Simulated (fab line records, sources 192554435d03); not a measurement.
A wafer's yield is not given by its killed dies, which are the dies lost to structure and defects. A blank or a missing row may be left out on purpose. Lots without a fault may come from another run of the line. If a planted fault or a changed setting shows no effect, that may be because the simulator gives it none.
fab line records	flow n5-finfet
record: lots: 8	wafers: 23	last-day: 18
route steps=1938 shown BEOL_M14@1728 BEOL_M15@1830
lots that met no fault: taken from a fault-free run of the same line
start-h: the number of hours between the record's first day and the start of the first shown wafer of the lot	wait-h: hours since the lot's step before	" identical to the entry in the row above	L1.1+2: a row that stands for several wafers	- no value, or no start was given	* or withheld: withheld	< > ~ a bound
route shown NAME@n: NAME is a module with steps in the file, n the number in the route of the first one	usual: the fault-free wafers' mean and standard deviation	same: alike in all rows	chamber/n: place in a boat	sites: each site's reading	_std_site: standard deviation of those values	_edge_site: the outer-site mean with the inner-site mean subtracted	radius-mm: how far each site lies from the wafer's centre	mask NAME#n: copy n	behind: the last tool/chamber to shape the wafer	hold: the reason the lot was held/the length of the hold in hours/how it ended	device: the n, p or np transistor that did not switch	end of line: the route-end tests of the same wafers	a step given without rows: its recipe and nothing more	killed: count of dies lost to structure and defects at first sort (not the wafer's yield)	map: shows each die of a wafer: x if killed, . if not, _ if none is there
set.NAME: the setting the step ran with; set.NAME@STEP: the setting that earlier step ran with	model.NAME: the simulator's own value behind a step, which no gauge read
route steps across a sampled set of lots; one table per step, one row per wafer
services: when a tool's chamber went out of use (start-h, in hours from the record's first day, below 0 if earlier), for how many hours, and the reason
== steps ==
step: N5_BEOL_M14_INSPECT_12
recipe: mode: adi	inspect-instrument: macro
usual: raw-defect-count: 2.1/1.3
lot.wafer	tool	chamber	start-h	wait-h	raw-defect-count
L374.2	defect-inspect-02	-	252.57	0.0	1
L374.5	"	-	"	"	1
L374.6	"	-	"	"	1
L375.1	defect-inspect-01	-	262.94	0.0	1
L375.2	"	-	"	"	1
L375.4	"	-	"	"	0
L388.1	defect-inspect-02	-	335.63	0.0	1
L388.4	"	-	"	"	1
L388.5	"	-	"	"	3
L380.1	defect-inspect-01	-	336.31	0.0	1
L380.3	"	-	"	"	2
L389.2	defect-inspect-01	-	351.59	0.0	4
L389.3	"	-	"	"	1
L389.5	"	-	"	"	3
L394.1	defect-inspect-01	-	378.35	0.0	3
L394.4	"	-	"	"	3
L394.6	"	-	"	"	2
L395.2	defect-inspect-02	-	383.90	0.0	0
L395.4	"	-	"	"	4
L395.5	"	-	"	"	0
L390.3	defect-inspect-01	-	401.58	0.0	1
L390.4	"	-	"	"	1
L390.5	"	-	"	"	4
step: N5_BEOL_M14_INSPECT_30
recipe: mode: adi	inspect-instrument: macro
usual: raw-defect-count: 1.9/1.4
lot.wafer	tool	chamber	start-h	wait-h	raw-defect-count
L374.2	defect-inspect-01	-	253.42	0.0	2
L374.5	"	-	"	"	3
L374.6	"	-	"	"	1
L375.1	defect-inspect-02	-	263.92	0.0	2
L375.2	"	-	"	"	3
L375.4	"	-	"	"	3
L388.1	defect-inspect-01	-	336.48	0.0	2
L388.4	"	-	"	"	3
L388.5	"	-	"	"	0
L380.1	defect-inspect-02	-	337.17	0.0	0
L380.3	"	-	"	"	2
L389.2	defect-inspect-02	-	352.49	0.0	2
L389.3	"	-	"	"	4
L389.5	"	-	"	"	3
L394.1	defect-inspect-02	-	379.19	0.0	0
L394.4	"	-	"	"	0
L394.6	"	-	"	"	1
L395.2	defect-inspect-02	-	384.75	0.0	2
L395.4	"	-	"	"	1
L395.5	"	-	"	"	1
L390.3	defect-inspect-02	-	402.43	0.0	2
L390.4	"	-	"	"	2
L390.5	"	-	"	"	2
step: N5_BEOL_M14_ETCH_68
recipe: chemistry: N2/H2	target: SOC	mask-material: SiARC	source-w: 3000	bias-w: 350	temp-c: 40	time-s: 450	ion-energy-ev: 200	pressure-mtorr: 30	n2-flow-sccm: 200	h2-flow-sccm: 200
usual: drypump-motor-current-A: 6.0/0.46	h2-flow-sccm: 200.1/0.58	n2-flow-sccm: 200.0/0.58	oes-product-au: 0.79/0.094	rf-vpp-V: 523.6/2	showerhead-plenum-p-Torr: 2.53/0.062	temp-c: 40.01/0.1	throttle-valve-pct: 17.81/0.25
lot.wafer	tool	chamber	start-h	wait-h	drypump-motor-current-A	h2-flow-sccm	n2-flow-sccm	oes-product-au	rf-hours-counter-h	rf-vpp-V	showerhead-plenum-p-Torr	temp-c	throttle-valve-pct
L374.2	rie-diel-04	1	253.80	0.1	5.5	200.7	199.9	0.78	117	524.3	2.56	39.97	17.98
L374.5	"	2	"	"	6.0	199.1	202.0	0.78	-	525.1	2.55	40.06	17.56
L374.6	"	1	"	"	5.5	200.1	200.6	0.79	-	525.9	2.56	39.88	18.00
L375.1	rie-diel-01	0	264.13	0.1	5.9	200.7	200.0	0.71	205	519.8	2.42	39.92	17.81
L375.2	"	2	"	"	5.6	199.7	200.1	0.74	143	522.0	2.45	40.02	18.03
L375.4	"	2	"	"	5.6	200.5	200.6	0.75	-	521.4	2.45	39.98	18.05
L388.1	rie-diel-02	3	336.79	0.1	5.2	200.1	200.3	0.67	247	524.3	2.50	40.19	17.67
L388.4	"	3	"	"	5.2	199.6	200.4	0.67	-	523.7	2.50	40.11	17.65
L388.5	"	0	"	"	6.2	200.2	199.7	0.82	-	523.5	2.57	40.11	17.68
L380.1	rie-diel-01	1	337.39	0.1	6.2	199.7	199.9	0.79	123	522.9	2.57	39.91	18.05
L380.3	"	3	"	"	6.7	200.7	199.7	1.35	18	524.5	2.58	40.05	17.55
L389.2	rie-diel-02	0	352.80	0.1	6.2	200.5	200.3	0.81	90	525.4	2.57	39.96	17.68
L389.3	"	2	"	"	6.6	200.5	200.5	0.70	234	525.0	2.61	39.99	18.24
L389.5	"	0	"	"	6.2	200.3	200.0	0.81	-	525.0	2.57	39.97	17.68
L394.1	rie-diel-02	0	379.41	0.1	6.2	199.7	198.9	0.80	102	523.1	2.56	40.06	17.70
L394.4	"	1	"	"	5.9	200.3	199.6	0.70	226	523.1	2.49	40.12	17.85
L394.6	"	3	"	"	5.2	200.0	201.1	0.97	-	524.0	2.49	39.98	17.26
L395.2	rie-diel-04	1	384.96	0.1	5.6	200.8	200.1	0.73	167	523.9	2.54	39.99	18.07
L395.4	"	2	"	"	6.0	200.0	199.7	0.72	177	522.8	2.53	40.00	17.64
L395.5	"	0	"	"	5.3	200.3	200.2	0.90	-	522.3	2.50	39.94	17.40
L390.3	rie-diel-02	1	402.65	0.1	5.8	200.6	201.0	0.70	234	522.2	2.49	40.05	17.87
L390.4	"	0	"	"	6.2	199.4	199.4	0.77	-	526.1	2.56	39.89	17.73
L390.5	"	1	"	"	5.8	200.5	200.4	0.70	-	522.9	2.49	39.88	17.86
step: N5_BEOL_M14_PRE_CLEAN_42
recipe: gas: H2/He	time-s: 30	temp-c: 300
usual: heater-power-w: 447/45
lot.wafer	tool	chamber	start-h	wait-h	heater-power-w
L374.2	pvd-sputter-03	-	258.85	0.0	473
L374.5	"	-	"	"	386
L374.6	"	-	"	"	428
L375.1	pvd-sputter-03	-	266.91	0.0	461
L375.2	"	-	"	"	388
L375.4	"	-	"	"	459
L388.1	pvd-sputter-03	-	339.56	0.0	464
L388.4	"	-	"	"	435
L388.5	"	-	"	"	465
L380.1	pvd-sputter-03	-	342.08	0.0	463
L380.3	"	-	"	"	469
L389.2	pvd-sputter-03	-	355.93	0.0	454
L389.3	"	-	"	"	426
L389.5	"	-	"	"	381
L394.1	pvd-sputter-02	-	381.44	0.0	424
L394.4	"	-	"	"	423
L394.6	"	-	"	"	422
L395.2	pvd-sputter-02	-	386.92	0.0	421
L395.4	"	-	"	"	428
L395.5	"	-	"	"	571
L390.3	pvd-sputter-03	-	403.98	0.0	419
L390.4	"	-	"	"	394
L390.5	"	-	"	"	431
step: N5_BEOL_M15_RC_MEAS_101
usual: COMB_M10: 1.4e-11/3.2e-12	COMB_M11: 1.43e-11/3e-12	COMB_M12: 5.8e-12/1.3e-12	COMB_M13: 4.5e-12/9.1e-13	COMB_M14: 3.1e-12/7.8e-13	COMB_M15: 2e-12/5.1e-13	COMB_M5: 3.5e-11/7e-12	COMB_M6: 2.5e-11/4.8e-12	COMB_M7: 2.6e-11/5.3e-12	COMB_M8: 2.5e-11/5.8e-12	COMB_M9: 1.38e-11/3e-12	SERP_M10: 3.10/0.096	SERP_M10_max_site: 3.19/0.093	SERP_M11: 3.09/0.086	SERP_M12: 0.644/0.016	SERP_M13: 0.311/0.0075	SERP_M14: 0.162/0.0047	SERP_M14_max_site: 0.164/0.0047	SERP_M5: 39.5/1.9	SERP_M6: 14.0/0.55	SERP_M6_max_site: 14.7/0.59	SERP_M7: 14.0/0.55	SERP_M8: 13.9/0.54	SERP_M9: 3.07/0.099
lot.wafer	tool	chamber	start-h	wait-h	COMB_M10[S/m]	COMB_M11[S/m]	COMB_M12[S/m]	COMB_M13[S/m]	COMB_M14[S/m]	COMB_M15[S/m]	COMB_M5[S/m]	COMB_M6[S/m]	COMB_M7[S/m]	COMB_M8[S/m]	COMB_M9[S/m]	SERP_M10[ohm/um]	SERP_M10_max_site[ohm/um]	SERP_M11[ohm/um]	SERP_M12[ohm/um]	SERP_M13[ohm/um]	SERP_M14[ohm/um]	SERP_M14_max_site[ohm/um]	SERP_M5[ohm/um]	SERP_M6[ohm/um]	SERP_M6_max_site[ohm/um]	SERP_M7[ohm/um]	SERP_M8[ohm/um]	SERP_M9[ohm/um]
L374.2	prober-01	0	268.14	0.2	1.9e-11	1.31e-11	4.4e-12	6e-12	1.8e-12	2e-12	3.8e-11	2.7e-11	3.2e-11	1.8e-11	1.42e-11	3.16	3.33	2.86	0.630	0.314	0.156	0.157	39.9	15.1	15.6	15.3	14.0	3.01
L374.5	"	0	"	"	1.5e-11	1.73e-11	6.6e-12	5.1e-12	2.9e-12	1.7e-12	3.7e-11	2.2e-11	3.4e-11	1.7e-11	9e-12	3.21	3.26	3.00	0.656	0.316	0.162	0.164	38.7	14.2	14.9	14.8	14.6	3.06
L374.6	"	0	"	"	1.8e-11	1.79e-11	4.6e-12	4.9e-12	3.9e-12	1.7e-12	2.8e-11	2.2e-11	3e-11	2.7e-11	1.21e-11	3.07	3.17	2.98	0.678	0.315	0.155	0.158	39.9	15.1	15.9	15.2	14.0	3.07
L375.1	prober-02	0	275.55	0.0	1e-11	1.37e-11	4.5e-12	4.6e-12	3.4e-12	2.7e-12	3.5e-11	2.2e-11	1.9e-11	2.8e-11	1.57e-11	3.08	3.17	3.02	0.646	0.306	0.172	0.174	40.5	14.3	15.0	14.6	13.2	3.08
L375.2	"	0	"	"	1e-11	1.56e-11	5.3e-12	5.2e-12	3.6e-12	2.2e-12	3.2e-11	2.7e-11	2.5e-11	2e-11	1.64e-11	3.14	3.17	2.96	0.623	0.308	0.166	0.170	38.9	14.0	14.5	14.1	13.7	3.05
L375.4	"	0	"	"	1.3e-11	1.27e-11	7.3e-12	3.3e-12	2.4e-12	2.6e-12	2.9e-11	2.2e-11	2.2e-11	2.4e-11	1.79e-11	3.12	3.25	3.12	0.639	0.321	0.167	0.169	39.3	14.0	14.3	13.5	13.2	2.95
L388.1	prober-02	0	346.88	0.0	1.6e-11	1.42e-11	6.9e-12	7.5e-12	3.4e-12	2.5e-12	2.9e-11	2.4e-11	2.3e-11	3.3e-11	1.41e-11	3.16	3.20	3.05	0.648	0.314	0.161	0.162	38.9	14.3	14.6	14.5	14.3	2.93
L388.4	"	0	"	"	1.5e-11	1.56e-11	7.5e-12	5e-12	4e-12	2.2e-12	2.5e-11	3e-11	2.9e-11	2.4e-11	1.42e-11	3.03	3.11	3.17	0.671	0.314	0.166	0.167	37.9	14.5	15.6	13.9	14.4	3.16
L388.5	"	0	"	"	1.5e-11	1.61e-11	7.8e-12	4.7e-12	3.5e-12	2.6e-12	3.1e-11	1.7e-11	2.3e-11	3.4e-11	1.94e-11	3.08	3.12	3.13	0.617	0.313	0.166	0.167	37.2	14.5	15.3	15.1	15.0	3.12
L380.1	prober-01	0	349.38	0.0	1.6e-11	1.76e-11	5.8e-12	5.6e-12	3.7e-12	1.9e-12	2.4e-11	3.4e-11	2.1e-11	2.3e-11	1.3e-11	3.22	3.29	2.95	0.678	0.306	0.158	0.160	38.7	13.5	14.2	14.5	14.2	2.79
L380.3	"	0	"	"	1.6e-11	1.31e-11	4.2e-12	4.5e-12	3.6e-12	2.4e-12	2.5e-11	2.3e-11	2.1e-11	1.8e-11	1.43e-11	3.09	3.13	3.02	0.649	0.307	0.146	0.146	38.4	14.9	15.9	13.1	14.0	3.09
L389.2	prober-01	0	361.77	0.2	1.8e-11	9.1e-12	7.1e-12	4.1e-12	2.2e-12	1.8e-12	4.4e-11	2.5e-11	3.6e-11	3.2e-11	1.67e-11	3.33	3.45	3.23	0.618	0.304	0.166	0.167	40.9	14.3	15.1	13.4	14.6	3.12
L389.3	"	0	"	"	1.4e-11	1.05e-11	5.8e-12	4.8e-12	2.4e-12	1.4e-12	2.9e-11	1.7e-11	1.7e-11	2.1e-11	1.24e-11	3.03	3.08	3.26	0.633	0.296	0.161	0.163	37.6	13.5	13.8	14.2	14.5	2.92
L389.5	"	0	"	"	1.8e-11	9.5e-12	4.9e-12	3.8e-12	2e-12	1.8e-12	3.5e-11	2.8e-11	2.8e-11	2.5e-11	1.22e-11	3.14	3.24	3.13	0.641	0.295	0.166	0.168	41.0	14.2	14.6	14.7	14.2	2.86
L394.1	prober-02	0	387.94	0.0	1.8e-11	1.33e-11	5.6e-12	4.6e-12	2.9e-12	1.8e-12	3.7e-11	2.1e-11	2.9e-11	2.1e-11	1.54e-11	3.21	3.28	3.06	0.631	0.310	0.164	0.166	41.3	14.4	14.9	13.4	13.7	2.84
L394.4	"	0	"	"	1.6e-11	1.5e-11	6.5e-12	4.4e-12	2.9e-12	2.6e-12	5.5e-11	2e-11	3.1e-11	1.8e-11	1.21e-11	3.12	3.14	3.19	0.649	0.296	0.158	0.161	39.5	13.8	14.9	13.0	13.2	3.03
L394.6	"	0	"	"	1.8e-11	1.51e-11	6.4e-12	5.2e-12	2.6e-12	2.5e-12	4.6e-11	2.4e-11	2.5e-11	1.6e-11	1.61e-11	3.26	3.34	3.03	0.627	0.306	0.161	0.162	38.6	14.8	15.3	14.3	13.6	2.90
L395.2	prober-01	0	393.67	0.2	1.1e-11	1.19e-11	6.4e-12	3.7e-12	2.3e-12	1.8e-12	2.8e-11	3.3e-11	3.4e-11	3.2e-11	1.19e-11	2.96	3.07	3.09	0.661	0.313	0.157	0.158	39.9	14.1	14.6	13.8	13.5	3.11
L395.4	"	0	"	"	1.3e-11	1.01e-11	4.9e-12	4.7e-12	2.2e-12	1.8e-12	3.6e-11	2.6e-11	2.5e-11	2.3e-11	1.22e-11	3.08	3.21	3.27	0.655	0.313	0.162	0.164	39.6	14.4	15.1	13.9	13.7	3.01
L395.5	"	0	"	"	1e-11	1.09e-11	7.2e-12	2.6e-12	2.2e-12	1.4e-12	4.2e-11	2.8e-11	3.1e-11	2.5e-11	1.34e-11	3.03	3.19	3.18	0.661	0.311	0.155	0.157	36.5	14.5	15.1	14.0	13.3	2.95
L390.3	prober-02	0	411.93	0.3	1.1e-11	1.4e-11	6.5e-12	5e-12	3.3e-12	1.5e-12	2.5e-11	3.4e-11	2.1e-11	1.8e-11	1.24e-11	3.25	3.31	3.06	0.639	0.303	0.162	0.164	41.0	14.7	15.1	14.2	12.5	2.96
L390.4	"	0	"	"	1.7e-11	1.28e-11	4.8e-12	5.3e-12	3.1e-12	2.6e-12	3.5e-11	2.3e-11	3e-11	2.6e-11	1.19e-11	3.05	3.10	3.11	0.638	0.305	0.165	0.166	41.1	14.0	15.0	14.1	15.0	3.17
L390.5	"	0	"	"	1.8e-11	1.74e-11	6.3e-12	5.3e-12	5.9e-12	1.7e-12	3.5e-11	2.4e-11	2.2e-11	1.9e-11	1.43e-11	3.23	3.31	3.04	0.628	0.304	0.160	0.163	39.4	13.6	14.2	13.6	13.9	2.93
sites SERP_M14 radius-mm=0,75,75,75,75,140,140,140,140
L374.2 0.155 0.155 0.155 0.157 0.156 0.154 0.157 0.156 0.156
L375.1 0.171 0.172 0.170 0.171 0.171 0.173 0.174 0.172 0.173
L388.1 0.160 0.161 0.160 0.160 0.159 0.161 0.162 0.161 0.162
L380.1 0.156 0.157 0.160 0.160 0.158 0.157 0.159 0.160 0.157
L389.2 0.164 0.167 0.167 0.164 0.166 0.167 0.166 0.165 0.166
L394.1 0.164 0.165 0.165 0.163 0.164 0.163 0.164 0.164 0.166
L395.2 0.157 0.157 0.157 0.158 0.157 0.157 0.158 0.155 0.158
L390.3 0.162 0.164 0.163 0.161 0.160 0.164 0.162 0.163 0.160
== services ==
tool	chamber	start-h	hours	kind
rie-diel-01	3	242.29	6.0	repair
rie-diel-01	1	269.22	5.2	repair
rie-diel-01	-	280.26	14.6	pm
rie-diel-04	0	305.44	-	clean
rie-diel-04	0	305.44	-	consumable-replace:focus-ring
rie-diel-04	0	305.44	17.7	scheduled-down
rie-diel-04	0	305.44	17.7	vent-cycle
rie-diel-01	1	315.35	8.1	repair
rie-diel-02	1	318.16	4.5	repair
rie-diel-02	3	322.29	6.9	repair
rie-diel-02	3	343.56	-	clean
rie-diel-02	3	343.56	-	consumable-replace:focus-ring
rie-diel-02	3	343.56	21.9	scheduled-down
rie-diel-02	3	343.56	21.9	vent-cycle
rie-diel-02	1	372.11	5.3	repair
rie-diel-01	2	372.55	2.4	repair
rie-diel-02	-	382.23	3.2	repair
rie-diel-02	2	393.73	-	clean
rie-diel-02	2	393.73	-	consumable-replace:focus-ring
rie-diel-02	2	393.73	18.3	scheduled-down
rie-diel-02	2	393.73	18.3	vent-cycle
== key ==
first-sign: step: N5_BEOL_M14_ETCH_68	reading: oes-product-au	direction: up	sigmas: 6	usual: 0.79	struck: 1.35
effect: step: N5_BEOL_M15_RC_MEAS_101	reading: SERP_M14	direction: down	sigmas: 3.5	usual: 0.162	struck: 0.146
met-at N5_BEOL_M14_ETCH_68
struck-lots L380
struck-wafers L380.3
not-acting-at N5_BEOL_M14_INSPECT_12,N5_BEOL_M14_INSPECT_30,N5_BEOL_M14_PRE_CLEAN_42
onset-between 264.13 337.39
fault: kind: process-parameter-drift	tool: rie-diel-01	chamber: -	onset-h: 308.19	steps: N5_BEOL_M14_ETCH_68	channel: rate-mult	offset: 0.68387	shape: step	end-h: 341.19	scope: struck-wafers-only
